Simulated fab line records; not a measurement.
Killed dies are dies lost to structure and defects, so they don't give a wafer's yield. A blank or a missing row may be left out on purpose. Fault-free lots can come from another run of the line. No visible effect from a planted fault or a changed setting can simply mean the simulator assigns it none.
fab line records	flow nand_harc	part 1 of 2: steps 1 to 21 of 29
[record] lots = 5	wafers = 15	last_day = 30
route steps=1302 shown A_STAIRCASE@800
lots that met no fault: from a run of the same line without faults
start_h: hours from the record's opening day to when the first of the lot's shown wafers began	wait_h: time in hours since the lot's previous step	" repeats the value in the row above	L1.1+2: a row that stands for several wafers	- either no value or no given start	* or withheld: withheld	< > ~ a bound
route shown NAME@n: a module of which the file shows steps, and the number in the route of the first	usual: the fault-free wafers' mean and standard deviation	same: alike in all rows	chamber/n: place in a boat	sites: each site's reading	_std_site: the values' standard deviation	_edge_site: mean of outer sites minus mean of inner sites	radius_mm: how far each site lies from the wafer's centre	mask NAME#n: copy n	behind: the last tool/chamber to shape the wafer	hold: reason for holding the lot/hours on hold/outcome of the hold	device: transistor that didn't switch, given as n, p or np	end of line: at the end of the route, the tests of the same wafers	a step without rows: its recipe alone	killed: the dies lost at the first sort to structure and to defects; this is not the yield of the wafer	map: dies across one wafer; x = killed, . = not, _ = none there
set.NAME: the setting the step ran with; set.NAME@STEP: the setting that earlier step ran with	model.NAME: the simulator's own value behind a step, which no gauge read
lots seen at some steps along the route; tables by step, rows by wafer
services: a tool's chamber out of use, with start hour (start_h, from the record's first day; less than 0 if before it), hours out, and reason
[[steps]]
[step NHARC_A_STAIRCASE_SOFTBAKE_284]
[recipe] temp_c = 135	time_s = 170
[usual] chill_plate_temp_C = 23.00/0.11	heater_power_total_W = 134.6/1
lot.wafer	tool	chamber	start_h	wait_h	chill_plate_temp_C	heater_power_total_W
L075.1	litho_track-05	0	-	-	22.99	135.5
L075.3	"	0	"	"	23.02	133.3
L075.6	"	0	"	"	22.93	135.5
L079.4	litho_track-02	0	-	-	22.93	135.9
L079.5	"	0	"	"	22.91	135.7
L079.6	"	0	"	"	22.95	134.3
L083.1	litho_track-02	0	-	-	22.76	135.6
L083.4	"	0	"	"	22.87	134.4
L083.5	"	0	"	"	23.06	133.3
L086.1	litho_track-05	0	-	-	23.01	133.2
L086.3	"	0	"	"	23.11	133.3
L086.4	"	0	"	"	23.10	134.9
L089.2	litho_track-02	0	-	-	23.08	135.5
L089.3	"	0	"	"	23.10	135.5
L089.6	"	0	"	"	23.32	135.7
[step NHARC_A_STAIRCASE_EBR_285]
[usual] chill_plate_temp_C = 23.02/0.1
lot.wafer	tool	chamber	start_h	wait_h	chill_plate_temp_C
L075.1	litho_track-05	0	-	-	23.13
L075.3	"	0	"	"	23.14
L075.6	"	0	"	"	23.14
L079.4	litho_track-02	0	-	-	22.88
L079.5	"	0	"	"	22.91
L079.6	"	0	"	"	23.00
L083.1	litho_track-02	0	-	-	22.94
L083.4	"	0	"	"	23.03
L083.5	"	0	"	"	23.20
L086.1	litho_track-05	0	-	-	23.06
L086.3	"	0	"	"	23.01
L086.4	"	0	"	"	23.05
L089.2	litho_track-02	0	-	-	23.08
L089.3	"	0	"	"	22.96
L089.6	"	0	"	"	23.03
[step NHARC_A_STAIRCASE_EXPOSE_286]
[recipe] na = 0.5	dose_mj = 25.01	mask_id = CHOP_100
[usual] exposure_dose_mJ_cm2 = 25.012/0.025
lot.wafer	tool	chamber	start_h	wait_h	mask	exposure_dose_mJ_cm2
L075.1	krf_scanner-01	0	392.10	-	CHOP_100#0	25.011
L075.3	"	0	"	"	CHOP_100#0	25.026
L075.6	"	0	"	"	CHOP_100#0	25.038
L079.4	krf_scanner-01	0	431.62	-	CHOP_100#0	24.993
L079.5	"	0	"	"	CHOP_100#0	25.027
L079.6	"	0	"	"	CHOP_100#0	25.027
L083.1	krf_scanner-03	0	472.79	-	CHOP_100#0	25.013
L083.4	"	0	"	"	CHOP_100#0	25.045
L083.5	"	0	"	"	CHOP_100#0	25.012
L086.1	krf_scanner-01	0	491.46	-	CHOP_100#0	24.983
L086.3	"	0	"	"	CHOP_100#0	25.007
L086.4	"	0	"	"	CHOP_100#0	24.986
L089.2	krf_scanner-03	0	522.61	-	CHOP_100#0	25.083
L089.3	"	0	"	"	CHOP_100#0	25.006
L089.6	"	0	"	"	CHOP_100#0	25.011
[step NHARC_A_STAIRCASE_PEB_287]
[recipe] peb_temp_c = 115	peb_time_s = 130
[usual] chill_plate_temp_C = 23.04/0.1	heater_power_total_W = 123.84/0.19
lot.wafer	tool	chamber	start_h	wait_h	chill_plate_temp_C	heater_power_total_W
L075.1	litho_track-02	0	392.16	0.1	23.05	123.74
L075.3	"	0	"	"	23.14	123.67
L075.6	"	0	"	"	23.09	123.99
L079.4	litho_track-02	0	431.68	0.0	23.18	123.97
L079.5	"	0	"	"	22.95	123.92
L079.6	"	0	"	"	22.97	123.95
L083.1	litho_track-02	0	472.86	0.1	23.06	123.75
L083.4	"	0	"	"	22.97	124.04
L083.5	"	0	"	"	23.09	124.05
L086.1	litho_track-02	0	491.52	0.1	22.73	124.05
L086.3	"	0	"	"	22.80	123.87
L086.4	"	0	"	"	22.88	123.67
L089.2	litho_track-02	0	522.67	0.1	23.07	123.72
L089.3	"	0	"	"	23.17	123.84
L089.6	"	0	"	"	22.93	123.95
[step NHARC_A_STAIRCASE_DEVELOP_288]
[recipe] time_s = 140
[usual] chill_plate_temp_C = 22.98/0.11
lot.wafer	tool	chamber	start_h	wait_h	chill_plate_temp_C
L075.1	litho_track-02	0	-	-	22.86
L075.3	"	0	"	"	22.85
L075.6	"	0	"	"	23.31
L079.4	litho_track-02	0	-	-	23.05
L079.5	"	0	"	"	23.02
L079.6	"	0	"	"	23.06
L083.1	litho_track-02	0	-	-	22.99
L083.4	"	0	"	"	22.96
L083.5	"	0	"	"	23.09
L086.1	litho_track-02	0	-	-	23.03
L086.3	"	0	"	"	22.79
L086.4	"	0	"	"	22.90
L089.2	litho_track-02	0	-	-	23.02
L089.3	"	0	"	"	23.07
L089.6	"	0	"	"	22.87
[step NHARC_A_STAIRCASE_HARDBAKE_290]
[recipe] temp_c = 120	time_s = 140
[usual] chill_plate_temp_C = 23.01/0.11	heater_power_total_W = 127.31/0.19
lot.wafer	tool	chamber	start_h	wait_h	chill_plate_temp_C	heater_power_total_W
L075.1	litho_track-05	0	392.38	-	23.01	127.34
L075.3	"	0	"	"	23.10	127.46
L075.6	"	0	"	"	23.02	127.53
L079.4	litho_track-03	0	431.91	-	23.07	127.15
L079.5	"	0	"	"	23.02	126.87
L079.6	"	0	"	"	22.98	127.31
L083.1	litho_track-02	0	473.08	-	22.95	127.30
L083.4	"	0	"	"	22.99	127.67
L083.5	"	0	"	"	22.96	127.16
L086.1	litho_track-03	0	491.74	-	22.84	126.94
L086.3	"	0	"	"	23.06	127.32
L086.4	"	0	"	"	22.89	127.44
L089.2	litho_track-02	0	522.90	-	22.95	127.12
L089.3	"	0	"	"	23.19	127.61
L089.6	"	0	"	"	23.20	127.42
[step NHARC_A_STAIRCASE_DESCUM_291]
[recipe] time_s = 3	o2_flow_sccm = 200	ar_flow_sccm = 0	bias_power_w = 0	chemistry = O2
[usual] drypump_motor_current_A = 5.7/0.33	oes_product_au = 0.998/0.0099	rf_vpp_V = 57.9/0.89	showerhead_plenum_p_Torr = 1.95/0.07	throttle_valve_pct = 11.313/0.0085
lot.wafer	tool	chamber	start_h	wait_h	drypump_motor_current_A	oes_product_au	rf_hours_counter_h	rf_vpp_V	showerhead_plenum_p_Torr	throttle_valve_pct
L075.3	rie_diel-13	2	392.48	-	5.5	1.007	14	58.1	1.93	11.306
L075.1	"	3	"	"	5.9	1.004	15	56.9	1.94	11.318
L075.6	"	1	"	"	5.9	0.995	-	58.1	2.04	11.318
L079.4	rie_diel-13	2	432.00	-	5.5	1.006	27	58.1	1.93	11.323
L079.6	"	0	"	"	5.3	0.980	-	57.1	1.95	11.307
L079.5	"	1	"	"	5.9	0.998	-	57.6	2.03	11.311
L083.1	rie_diel-13	1	473.18	-	5.9	1.009	44	59.7	2.03	11.325
L083.4	"	3	"	"	5.9	1.016	46	55.4	1.93	11.318
L083.5	"	0	"	"	5.3	1.002	-	57.7	1.95	11.289
L086.1	rie_diel-01	0	491.83	-	5.4	0.995	32	58.2	2.05	11.313
L086.3	"	2	"	"	5.5	0.996	36	59.1	1.88	11.320
L086.4	"	2	"	"	5.5	0.991	-	57.7	1.88	11.311
L089.2	rie_diel-01	2	523.03	-	5.5	1.007	47	57.6	1.88	11.327
L089.3	"	3	"	"	6.1	0.995	42	58.1	2.02	11.318
L089.6	"	2	"	"	5.5	1.000	-	58.6	1.88	11.322
[step NHARC_A_STAIRCASE_ETCH_292]
[recipe] cf4_flow_sccm = 100	chf3_flow_sccm = 30	ar_flow_sccm = 0	rf_w = 500	bias_w = 200	chemistry = CF4/CHF3
[usual] drypump_motor_current_A = 5.7/0.33	oes_product_au = 0.937/0.022	rf_vpp_V = 371.4/1.9	showerhead_plenum_p_Torr = 1.60/0.054	throttle_valve_pct = 16.803/0.0095
lot.wafer	tool	chamber	start_h	wait_h	drypump_motor_current_A	oes_product_au	rf_hours_counter_h	rf_vpp_V	showerhead_plenum_p_Torr	throttle_valve_pct
L075.1	rie_diel-13	0	392.57	0.1	5.3	0.914	14	371.9	1.61	16.812
L075.3	"	1	"	"	5.9	0.927	14	373.0	1.67	16.784
L075.6	"	3	"	"	5.9	0.931	-	371.4	1.59	16.800
L079.4	rie_diel-13	2	432.09	0.1	5.5	0.942	27	371.7	1.58	16.792
L079.5	"	0	"	"	5.3	0.914	-	371.7	1.60	16.803
L079.6	"	1	"	"	5.9	0.928	-	373.3	1.67	16.793
L083.1	rie_diel-13	1	473.25	0.1	5.9	0.971	44	372.0	1.66	16.815
L083.4	"	0	"	"	5.2	0.957	46	371.5	1.60	16.830
L083.5	"	1	"	"	5.9	0.959	-	373.2	1.66	16.805
L086.3	rie_diel-01	2	491.95	0.1	5.5	0.919	36	370.0	1.55	16.804
L086.1	"	3	"	"	6.1	0.914	32	372.8	1.66	16.800
L086.4	"	3	"	"	6.1	0.922	-	374.1	1.66	16.802
L089.3	rie_diel-01	3	523.14	0.1	6.1	0.929	42	373.1	1.66	16.785
L089.2	"	0	"	"	5.4	0.928	44	373.5	1.67	16.803
L089.6	"	2	"	"	5.5	0.929	-	369.2	1.55	16.808
[step NHARC_A_STAIRCASE_HM_OPEN_460]
[recipe] o2_flow_sccm = 400	cos_flow_sccm = 20	ar_flow_sccm = 0	rf_w = 500	bias_w = 300	chemistry = O2/COS
[usual] drypump_motor_current_A = 5.7/0.34	oes_product_au = 0.999/0.01	rf_vpp_V = 468.3/2.5	showerhead_plenum_p_Torr = 3.18/0.11	throttle_valve_pct = 28.330/0.0088
lot.wafer	tool	chamber	start_h	wait_h	drypump_motor_current_A	oes_product_au	rf_hours_counter_h	rf_vpp_V	showerhead_plenum_p_Torr	throttle_valve_pct
L075.1	rie_diel-13	3	-	-	5.9	1.006	15	468.3	3.16	28.329
L075.3	"	0	"	"	5.3	0.984	14	467.7	3.19	28.337
L075.6	"	2	"	"	5.5	1.009	-	466.3	3.15	28.333
L079.4	rie_diel-13	3	-	-	5.9	1.012	31	467.3	3.15	28.336
L079.5	"	0	"	"	5.3	0.985	-	466.4	3.18	28.328
L079.6	"	1	"	"	5.9	0.992	-	471.0	3.31	28.332
L083.4	rie_diel-13	0	-	-	5.3	0.997	46	467.1	3.17	28.334
L083.1	"	1	"	"	6.0	1.007	44	470.6	3.30	28.336
L083.5	"	3	"	"	5.9	1.016	-	467.0	3.14	28.350
L086.1	rie_diel-01	3	-	-	6.1	1.002	32	472.0	3.30	28.329
L086.3	"	0	"	"	5.4	1.002	32	471.4	3.33	28.334
L086.4	"	3	"	"	6.1	0.993	-	470.0	3.30	28.342
L089.2	rie_diel-01	0	-	-	5.4	1.000	44	471.7	3.32	28.335
L089.3	"	2	"	"	5.5	0.998	47	465.0	3.07	28.339
L089.6	"	0	"	"	5.4	0.999	-	471.6	3.32	28.341
[step NHARC_A_STAIRCASE_STRIP_461]
[recipe] o2_flow_sccm = 400	cos_flow_sccm = 20	ar_flow_sccm = 0	bias_w = 0	chemistry = O2/COS
lot.wafer	tool	chamber	start_h	wait_h
L075.3+1+6	rie_diel-13	3,0,2	-	-
L079.4+6+5	rie_diel-13	1,3,0	-	-
L083.1+4+5	rie_diel-13	1,2,0	-	-
L086.3+1+4	rie_diel-01	0,2,2	-	-
L089.2+3+6	rie_diel-01	2,0,2	-	-
[step NHARC_A_STAIRCASE_ETCH_452]
[recipe] target_depth_a = 300	overetch_a = 30	time_s = 16.5	ion_energy_ev = 100	cf4_flow_sccm = 80	o2_flow_sccm = 20	ar_flow_sccm = 0	rf_w = 300	bias_w = 100	chemistry = CF4/O2
[usual] drypump_motor_current_A = 5.6/0.33	oes_product_au = 0.999/0.01	rf_vpp_V = 198.2/1.2	showerhead_plenum_p_Torr = 1.36/0.05	throttle_valve_pct = 13.397/0.0098
lot.wafer	tool	chamber	start_h	wait_h	drypump_motor_current_A	oes_product_au	rf_hours_counter_h	rf_vpp_V	showerhead_plenum_p_Torr	throttle_valve_pct
L075.3	rie_diel-13	2	-	-	5.5	1.010	14	198.4	1.35	13.384
L075.1	"	0	"	"	5.3	0.988	14	198.4	1.36	13.399
L075.6	"	3	"	"	5.9	1.012	-	198.6	1.35	13.407
L079.4	rie_diel-13	0	-	-	5.2	0.983	30	197.9	1.36	13.407
L079.5	"	0	"	"	5.3	0.989	-	198.2	1.36	13.404
L079.6	"	1	"	"	5.9	1.000	-	201.0	1.42	13.398
L083.1	rie_diel-13	1	-	-	5.9	1.011	44	198.8	1.41	13.376
L083.4	"	2	"	"	5.5	1.019	45	198.9	1.34	13.404
L083.5	"	0	"	"	5.3	0.986	-	197.4	1.36	13.389
L086.3	rie_diel-01	0	-	-	5.4	0.996	32	199.3	1.43	13.376
L086.1	"	2	"	"	5.5	0.992	36	198.5	1.31	13.406
L086.4	"	0	"	"	5.4	0.988	-	200.1	1.43	13.380
L089.3	rie_diel-01	0	-	-	5.4	1.017	44	198.5	1.42	13.384
L089.2	"	2	"	"	5.5	1.005	47	197.2	1.31	13.396
L089.6	"	1	"	"	6.0	0.998	-	199.2	1.34	13.412
[step NHARC_A_STAIRCASE_ETCH_294]
[recipe] target_depth_a = 49890	time_s = 1211.6	ion_energy_ev = 800	c4f8_flow_sccm = 80	o2_flow_sccm = 60	ar_flow_sccm = withheld	rf_w = 600	bias_w = 3000	chemistry = C4F8/O2/Ar
[usual] oes_product_au = 0.933/0.012	rf_vpp_V = 1831/9.1
lot.wafer	tool	chamber	start_h	wait_h	oes_product_au	rf_hours_counter_h	rf_vpp_V
L075.3	rie_diel-13	0	-	-	0.926	14	1833
L075.1	"	3	"	"	0.950	15	1830
L075.6	"	0	"	"	0.924	-	1832
L079.4	rie_diel-13	2	-	-	0.944	28	1831
L079.5	"	1	"	"	0.944	-	1841
L079.6	"	2	"	"	0.940	-	1829
L083.4	rie_diel-13	3	-	-	0.952	47	1830
L083.1	"	0	"	"	0.928	46	1830
L083.5	"	1	"	"	0.953	-	1840
L086.3	rie_diel-01	0	-	-	0.919	32	1844
L086.1	"	2	"	"	0.936	36	1823
L086.4	"	3	"	"	0.931	-	1842
L089.2	rie_diel-01	3	-	-	0.929	43	1841
L089.3	"	1	"	"	0.932	36	1828
L089.6	"	2	"	"	0.940	-	1823
[step NHARC_A_STAIRCASE_STRIP_295]
[recipe] o2_flow_sccm = 500	ar_flow_sccm = 0	bias_w = 0	chemistry = O2
[usual] drypump_motor_current_A = 5.6/0.33	oes_product_au = 1.000/0.011	rf_vpp_V = 57.8/0.8	showerhead_plenum_p_Torr = 3.57/0.12	throttle_valve_pct = 17.036/0.0096
lot.wafer	tool	chamber	start_h	wait_h	drypump_motor_current_A	oes_product_au	rf_hours_counter_h	rf_vpp_V	showerhead_plenum_p_Torr	throttle_valve_pct
L075.1	rie_diel-13	3	-	-	5.9	1.007	15	58.4	3.57	17.031
L075.3	"	0	"	"	5.3	0.991	15	59.3	3.60	17.034
L075.6	"	3	"	"	5.9	1.020	-	56.9	3.57	17.040
L079.4	rie_diel-13	2	-	-	5.6	1.004	28	57.0	3.55	17.042
L079.5	"	2	"	"	5.6	1.002	-	57.2	3.55	17.035
L079.6	"	3	"	"	5.9	1.018	-	59.4	3.56	17.049
L083.1	rie_diel-13	3	-	-	5.9	1.020	47	59.3	3.55	17.020
L083.4	"	2	"	"	5.6	1.008	45	58.4	3.54	17.049
L083.5	"	0	"	"	5.3	0.984	-	57.5	3.58	17.039
L086.1	rie_diel-01	0	-	-	5.4	0.995	33	57.1	3.76	17.038
L086.3	"	3	"	"	6.1	0.997	33	57.6	3.72	17.017
L086.4	"	3	"	"	6.1	0.994	-	58.2	3.72	17.045
L089.2	rie_diel-01	3	-	-	6.1	1.000	44	58.5	3.72	17.026
L089.3	"	0	"	"	5.4	1.001	45	58.8	3.75	17.038
L089.6	"	2	"	"	5.5	1.001	-	57.0	3.47	17.031
[step NHARC_A_STAIRCASE_STRIP_296]
[recipe] time_s = 900	temp_c = 130	chemistry = SPM
lot.wafer	tool	chamber	start_h	wait_h
L075.3+6+1	wet_bench-04	7,0,1	394.22	-
L079.6+5+4	wet_bench-09	3,5,0	434.34	-
L083.4+1+5	wet_bench-09	3,4,7	474.90	-
L086.4+1+3	wet_bench-07	6,1,3	493.89	-
L089.2+3+6	wet_bench-09	4,6,0	524.82	-
[step NHARC_A_STAIRCASE_PRECLEAN_297]
[recipe] time_s = *	temp_c = 50	bath_age_min = 0	chemistry = SC1
[usual] sc1_h2o2_end_mol_l = 0.3698/0.00068
lot.wafer	tool	chamber	start_h	wait_h	sc1_h2o2_end_mol_l
L075.3	wet_bench-04	7	-	-	0.3694
L075.6	"	0	"	"	0.3698
L075.1	"	1	"	"	0.3688
L079.6	wet_bench-09	3	-	-	0.3695
L079.5	"	5	"	"	0.3709
L079.4	"	0	"	"	0.3691
L083.4	wet_bench-09	3	-	-	0.3698
L083.1	"	4	"	"	0.3682
L083.5	"	7	"	"	0.3696
L086.4	wet_bench-07	6	-	-	0.3696
L086.1	"	1	"	"	0.3702
L086.3	"	3	"	"	0.3691
L089.2	wet_bench-09	4	-	-	0.3707
L089.3	"	6	"	"	0.3687
L089.6	"	0	"	"	0.3700
[step NHARC_A_STAIRCASE_SRD_298]
lot.wafer	tool	chamber	start_h	wait_h
L075.3+6+1	wet_bench-04	7,0,1	-	-
L079.6+5+4	wet_bench-09	3,5,0	-	-
L083.4+1+5	wet_bench-09	3,4,7	-	-
L086.4+1+3	wet_bench-07	6,1,3	-	-
L089.2+3+6	wet_bench-09	4,6,0	-	-
[step NHARC_A_STAIRCASE_HM_DEP_462]
[recipe] target_thk_a = 8000	temp_c = 400	material = aC
[usual] throttle_valve_pct = 35.001/0.0089
lot.wafer	tool	chamber	start_h	wait_h	throttle_valve_pct
L075.1	acl_dep-02	0	395.32	0.7	34.999
L075.3	"	0	"	"	34.994
L075.6	"	0	"	"	35.000
L079.4	acl_dep-03	0	437.58	2.8	35.002
L079.5	"	0	"	"	35.018
L079.6	"	0	"	"	34.996
L083.1	acl_dep-02	0	476.56	1.2	35.004
L083.4	"	0	"	"	35.007
L083.5	"	0	"	"	35.010
L086.1	acl_dep-03	0	494.41	0.1	34.996
L086.3	"	0	"	"	35.003
L086.4	"	0	"	"	34.998
L089.2	acl_dep-01	0	527.68	2.4	34.991
L089.3	"	0	"	"	35.000
L089.6	"	0	"	"	34.993
[step NHARC_A_STAIRCASE_DEP_301]
[recipe] target_thk_a = 300	target_thk_nm = 30	temp_c = 400	pressure_torr = 3.5	flow_sccm = 200	rf_w = 350	material = SiON
[usual] heater_power_w = 709/89
lot.wafer	tool	chamber	start_h	wait_h	heater_power_w
L075.1	pecvd-04	0	397.20	1.6	603
L075.3	"	2	"	"	626
L075.6	"	2	"	"	633
L079.4	pecvd-02	1	438.61	0.7	731
L079.5	"	2	"	"	930
L079.6	"	0	"	"	846
L083.1	pecvd-01	1	478.42	1.6	610
L083.4	"	2	"	"	616
L083.5	"	0	"	"	686
L086.1	pecvd-04	1	496.59	1.9	763
L086.3	"	2	"	"	741
L086.4	"	0	"	"	693
L089.2	pecvd-04	1	529.31	1.3	779
L089.3	"	2	"	"	712
L089.6	"	1	"	"	774
[step NHARC_A_STAIRCASE_DEHYDRATE_302]
[recipe] temp_c = 150	time_s = 120
[usual] chill_plate_temp_C = 23.00/0.1	heater_power_total_W = 182.5/1.2
lot.wafer	tool	chamber	start_h	wait_h	chill_plate_temp_C	heater_power_total_W
L075.1	litho_track-05	0	397.47	0.2	23.10	184.9
L075.3	"	0	"	"	22.99	180.8
L075.6	"	0	"	"	23.04	181.2
L079.4	litho_track-05	0	438.80	0.2	22.96	182.3
L079.5	"	0	"	"	23.04	183.1
L079.6	"	0	"	"	22.96	184.5
L083.1	litho_track-03	0	478.69	0.2	23.13	181.7
L083.4	"	0	"	"	23.14	181.9
L083.5	"	0	"	"	23.04	184.2
L086.1	litho_track-03	0	496.84	0.2	23.07	180.9
L086.3	"	0	"	"	22.97	181.0
L086.4	"	0	"	"	22.97	182.5
L089.2	litho_track-02	0	529.55	0.2	23.01	183.2
L089.3	"	0	"	"	23.10	181.6
L089.6	"	0	"	"	22.86	184.1
[step NHARC_A_STAIRCASE_HMDS_303]
[recipe] time_s = 30
[usual] chill_plate_temp_C = 22.98/0.1
lot.wafer	tool	chamber	start_h	wait_h	chill_plate_temp_C
L075.1	litho_track-05	0	-	-	23.01
L075.3	"	0	"	"	22.94
L075.6	"	0	"	"	23.02
L079.4	litho_track-05	0	-	-	23.26
L079.5	"	0	"	"	23.00
L079.6	"	0	"	"	23.06
L083.1	litho_track-03	0	-	-	22.92
L083.4	"	0	"	"	22.83
L083.5	"	0	"	"	22.92
L086.1	litho_track-03	0	-	-	22.92
L086.3	"	0	"	"	22.98
L086.4	"	0	"	"	22.82
L089.2	litho_track-02	0	-	-	22.92
L089.3	"	0	"	"	22.82
L089.6	"	0	"	"	22.88
[step NHARC_A_STAIRCASE_COAT_304]
[recipe] spin_rpm = 1200
[usual] chill_plate_temp_C = 22.99/0.11
lot.wafer	tool	chamber	start_h	wait_h	chill_plate_temp_C
L075.1	litho_track-05	0	-	-	23.07
L075.3	"	0	"	"	22.99
L075.6	"	0	"	"	22.92
L079.4	litho_track-05	0	-	-	22.96
L079.5	"	0	"	"	23.07
L079.6	"	0	"	"	22.97
L083.1	litho_track-03	0	-	-	22.87
L083.4	"	0	"	"	23.06
L083.5	"	0	"	"	22.82
L086.1	litho_track-03	0	-	-	22.95
L086.3	"	0	"	"	23.03
L086.4	"	0	"	"	23.11
L089.2	litho_track-02	0	-	-	22.92
L089.3	"	0	"	"	23.00
L089.6	"	0	"	"	22.97
